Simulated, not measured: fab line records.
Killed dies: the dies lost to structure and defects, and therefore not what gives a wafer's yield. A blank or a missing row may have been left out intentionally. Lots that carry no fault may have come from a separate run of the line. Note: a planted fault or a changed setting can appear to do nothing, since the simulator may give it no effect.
Split-lot experiment :: flow n5Finfet :: route with 1938 steps; 7 lots, 39 wafers read

## ABOUT THE SPLIT
At N5_BEOL_M11_TRENCH_ETCH_37 (etches SiCOH lowk in C4F6/O2, target depth 148.83 nm, time 48 s), the setting targetDepthA was moved away from the recipe's 1488.3 angstrom on 15 of the 39 wafers read, by -32.7% to +53.9%. This setting was run at the recipe's value on the other wafers.

## FROM THE SPLIT TO THE READING: what the file shows between them, 8 steps
- N5_BEOL_M11_ETCH_41: etches SiCN in CH3F/O2, target depth 42.6 nm, time 86 s
- N5_BEOL_M11_STRIP_77: strips in N2/H2, time 10 s
- N5_BEOL_M11_OCD_MEAS_38
- N5_BEOL_M11_HM_STRIP_39: strips TiN in peroxide tin strip, target depth 25 nm, time 158 s
- N5_BEOL_M11_SRD_40: time 30 s
- N5_BEOL_M11_ECD_50: material Cu, target thk 318 nm
- N5_BEOL_M11_ANNEAL_51: time 90 s
- N5_BEOL_M11_CMP_52: polishes, stops on SiCOH lowk, t overpolish 7 s, target thk 140 nm

## THE READING
M11_THK, in nm, at N5_BEOL_M11_THK_MEAS_53 (measures by xrf). On this fab line, fault-free wafers typically give 139.9 nm with a standard deviation of 2.8 nm.

wafer: L074.1
tool, chamber at the split: rieDiel-03, 1
targetDepthA as run, angstrom: 1001
against the recipe: -32.7%
M11_THK, nm: 90.7
against lot-mates on the recipe: -49.8

wafer: L074.2
tool, chamber at the split: rieDiel-03, 3
targetDepthA as run, angstrom: 1001
against the recipe: -32.7%
M11_THK, nm: 90.5
against lot-mates on the recipe: -50.0

wafer: L074.3
tool, chamber at the split: rieDiel-03, 2
targetDepthA as run, angstrom: 1488.3
against the recipe: recipe
M11_THK, nm: 140.8
against lot-mates on the recipe: -

wafer: L074.4
tool, chamber at the split: rieDiel-03, 3
targetDepthA as run, angstrom: 1001
against the recipe: -32.7%
M11_THK, nm: 90.2
against lot-mates on the recipe: -50.3

wafer: L074.5
tool, chamber at the split: rieDiel-03, 2
targetDepthA as run, angstrom: 1488.3
against the recipe: recipe
M11_THK, nm: 140.0
against lot-mates on the recipe: -

wafer: L074.6
tool, chamber at the split: rieDiel-03, 1
targetDepthA as run, angstrom: 1488.3
against the recipe: recipe
M11_THK, nm: 140.8
against lot-mates on the recipe: -

wafer: L076.1
tool, chamber at the split: rieDiel-03, 1
targetDepthA as run, angstrom: 1782
against the recipe: +19.7%
M11_THK, nm: 168.3
against lot-mates on the recipe: +29.0

wafer: L076.2
tool, chamber at the split: rieDiel-03, 2
targetDepthA as run, angstrom: 1488.3
against the recipe: recipe
M11_THK, nm: 140.8
against lot-mates on the recipe: -

wafer: L076.3
tool, chamber at the split: rieDiel-03, 3
targetDepthA as run, angstrom: 1488.3
against the recipe: recipe
M11_THK, nm: 134.8
against lot-mates on the recipe: -

wafer: L076.4
tool, chamber at the split: rieDiel-03, 0
targetDepthA as run, angstrom: 1488.3
against the recipe: recipe
M11_THK, nm: 142.2
against lot-mates on the recipe: -

wafer: L076.5
tool, chamber at the split: rieDiel-03, 2
targetDepthA as run, angstrom: 1782
against the recipe: +19.7%
M11_THK, nm: 169.5
against lot-mates on the recipe: +30.2

wafer: L076.6
tool, chamber at the split: rieDiel-03, 1
targetDepthA as run, angstrom: 1782
against the recipe: +19.7%
M11_THK, nm: 170.2
against lot-mates on the recipe: +30.9

wafer: L080.1
tool, chamber at the split: rieDiel-03, 0
targetDepthA as run, angstrom: 1488.3
against the recipe: recipe
M11_THK, nm: 142.7
against lot-mates on the recipe: -

wafer: L080.2
tool, chamber at the split: rieDiel-03, 3
targetDepthA as run, angstrom: 1091
against the recipe: -26.7%
M11_THK, nm: 97.9
against lot-mates on the recipe: -42.7

wafer: L080.3
tool, chamber at the split: rieDiel-03, 2
targetDepthA as run, angstrom: 1488.3
against the recipe: recipe
M11_THK, nm: 139.4
against lot-mates on the recipe: -

wafer: L080.4
tool, chamber at the split: rieDiel-03, 1
targetDepthA as run, angstrom: 1091
against the recipe: -26.7%
M11_THK, nm: 99.5
against lot-mates on the recipe: -41.1

wafer: L080.5
tool, chamber at the split: rieDiel-03, 2
targetDepthA as run, angstrom: 1488.3
against the recipe: recipe
M11_THK, nm: 139.6
against lot-mates on the recipe: -

wafer: L080.6
tool, chamber at the split: rieDiel-03, 3
targetDepthA as run, angstrom: 1091
against the recipe: -26.7%
M11_THK, nm: 99.0
against lot-mates on the recipe: -41.6

wafer: L087.1
tool, chamber at the split: rieDiel-03, 2
targetDepthA as run, angstrom: 1488.3
against the recipe: recipe
M11_THK, nm: 136.3
against lot-mates on the recipe: -

wafer: L087.2
tool, chamber at the split: rieDiel-03, 0
targetDepthA as run, angstrom: 1488.3
against the recipe: recipe
M11_THK, nm: 140.8
against lot-mates on the recipe: -

wafer: L087.3
tool, chamber at the split: rieDiel-03, 1
targetDepthA as run, angstrom: 1488.3
against the recipe: recipe
M11_THK, nm: 137.6
against lot-mates on the recipe: -

wafer: L087.4
tool, chamber at the split: rieDiel-03, 3
targetDepthA as run, angstrom: 1488.3
against the recipe: recipe
M11_THK, nm: 135.0
against lot-mates on the recipe: -

wafer: L087.5
tool, chamber at the split: rieDiel-03, 3
targetDepthA as run, angstrom: 1488.3
against the recipe: recipe
M11_THK, nm: 136.6
against lot-mates on the recipe: -

wafer: L087.6
tool, chamber at the split: rieDiel-03, 0
targetDepthA as run, angstrom: 1488.3
against the recipe: recipe
M11_THK, nm: 139.4
against lot-mates on the recipe: -

wafer: L090.2
tool, chamber at the split: rieDiel-02, 3
targetDepthA as run, angstrom: 1488.3
against the recipe: recipe
M11_THK, nm: 142.3
against lot-mates on the recipe: -

wafer: L090.4
tool, chamber at the split: rieDiel-02, 2
targetDepthA as run, angstrom: 1488.3
against the recipe: recipe
M11_THK, nm: 136.8
against lot-mates on the recipe: -

wafer: L090.5
tool, chamber at the split: rieDiel-02, 2
targetDepthA as run, angstrom: 1488.3
against the recipe: recipe
M11_THK, nm: 137.7
against lot-mates on the recipe: -

wafer: L094.1
tool, chamber at the split: rieDiel-04, 0
targetDepthA as run, angstrom: 2252
against the recipe: +51.3%
M11_THK, nm: 220.6
against lot-mates on the recipe: +80.9

wafer: L094.2
tool, chamber at the split: rieDiel-04, 3
targetDepthA as run, angstrom: 1488.3
against the recipe: recipe
M11_THK, nm: 140.9
against lot-mates on the recipe: -

wafer: L094.3
tool, chamber at the split: rieDiel-04, 1
targetDepthA as run, angstrom: 1488.3
against the recipe: recipe
M11_THK, nm: 138.3
against lot-mates on the recipe: -

wafer: L094.4
tool, chamber at the split: rieDiel-04, 2
targetDepthA as run, angstrom: 2252
against the recipe: +51.3%
M11_THK, nm: 217.3
against lot-mates on the recipe: +77.6

wafer: L094.5
tool, chamber at the split: rieDiel-04, 2
targetDepthA as run, angstrom: 2252
against the recipe: +51.3%
M11_THK, nm: 217.0
against lot-mates on the recipe: +77.3

wafer: L094.6
tool, chamber at the split: rieDiel-04, 3
targetDepthA as run, angstrom: 1488.3
against the recipe: recipe
M11_THK, nm: 140.0
against lot-mates on the recipe: -

wafer: L096.1
tool, chamber at the split: rieDiel-03, 1
targetDepthA as run, angstrom: 1488.3
against the recipe: recipe
M11_THK, nm: 141.1
against lot-mates on the recipe: -

wafer: L096.2
tool, chamber at the split: rieDiel-03, 2
targetDepthA as run, angstrom: 1488.3
against the recipe: recipe
M11_THK, nm: 138.5
against lot-mates on the recipe: -

wafer: L096.3
tool, chamber at the split: rieDiel-03, 0
targetDepthA as run, angstrom: 2291
against the recipe: +53.9%
M11_THK, nm: 223.0
against lot-mates on the recipe: +83.6

wafer: L096.4
tool, chamber at the split: rieDiel-03, 2
targetDepthA as run, angstrom: 1488.3
against the recipe: recipe
M11_THK, nm: 138.5
against lot-mates on the recipe: -

wafer: L096.5
tool, chamber at the split: rieDiel-03, 1
targetDepthA as run, angstrom: 2291
against the recipe: +53.9%
M11_THK, nm: 224.2
against lot-mates on the recipe: +84.8

wafer: L096.6
tool, chamber at the split: rieDiel-03, 0
targetDepthA as run, angstrom: 2291
against the recipe: +53.9%
M11_THK, nm: 222.9
against lot-mates on the recipe: +83.5

THE FIT
A straight line over all 39 wafers: M11_THK changes by +1.54 nm for each +1% of targetDepthA; r = +1.00; the points scatter about the line by 1.9 nm.
The same after taking each lot's own level away (the mean of its wafers on the recipe; 39 wafers): +1.54 nm for each +1%; r = +1.00; scatter 1.7 nm.
That fit puts the effect of the largest move of targetDepthA on the reading at 83 nm.
Across the lots, their own levels run from 137.62 to 140.57 nm, a range of 1.1 times the standard deviation given above.
So the lot-to-lot level changes the slope little: the two slopes agree.
Check: with one of the wafers moved furthest among these (+53.9%) left out of the fit, the line predicts +83.2 nm for it against its lot-mates. Against them it came out at +83.6 nm.

## THE WHOLE CHAIN: every reading that the file lists as answering this split, in the file's order
step: N5_BEOL_M11_TRENCH_ETCH_37
what it does: etches SiCOH lowk in C4F6/O2, target depth 148.83 nm, time 48 s
reading: BEOL_M11.featureDepthNm (the simulator's own value, which no gauge read)
change (the file's fit): +1.54 nm for each +1% of the setting
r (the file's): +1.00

step: N5_BEOL_M11_TRENCH_ETCH_37
what it does: etches SiCOH lowk in C4F6/O2, target depth 148.83 nm, time 48 s
reading: etch.depthNm (the simulator's own value, which no gauge read)
change (the file's fit): +1.54 nm for each +1% of the setting
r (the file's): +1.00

step: N5_BEOL_M11_TRENCH_ETCH_37
what it does: etches SiCOH lowk in C4F6/O2, target depth 148.83 nm, time 48 s
reading: TiN_of_BEOL_M11_HM_DEP_02.thkNm (the simulator's own value, which no gauge read)
change (the file's fit): -0.0423 nm for each +1% of the setting
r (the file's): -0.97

step: N5_BEOL_M11_OCD_MEAS_38
what it does: 
reading: trenchDepthNm
change (the file's fit): +1.55 nm for each +1% of the setting
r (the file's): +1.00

step: N5_BEOL_M11_CMP_52
what it does: polishes, stops on SiCOH lowk, t overpolish 7 s, target thk 140 nm
reading: Cu_of_BEOL_M11_ECD_50.thkNm (the simulator's own value, which no gauge read)
change (the file's fit): +1.54 nm for each +1% of the setting
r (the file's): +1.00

step: N5_BEOL_M11_THK_MEAS_53
what it does: measures by xrf
reading: M11_THK
change (the file's fit): +1.54 for each +1% of the setting
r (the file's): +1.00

step: N5_BEOL_M11_RS_MEAS_57
what it does: measures by four-point-probe
reading: M11_RS
change (the file's fit): not straight: 0.245 at the lowest setting, 0.151 at the recipe, 0.091 at the highest
r (the file's): not given

## THE FILE'S OWN FIT
M11_THK changes by +1.54 nm for each +1% of targetDepthA, r = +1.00.
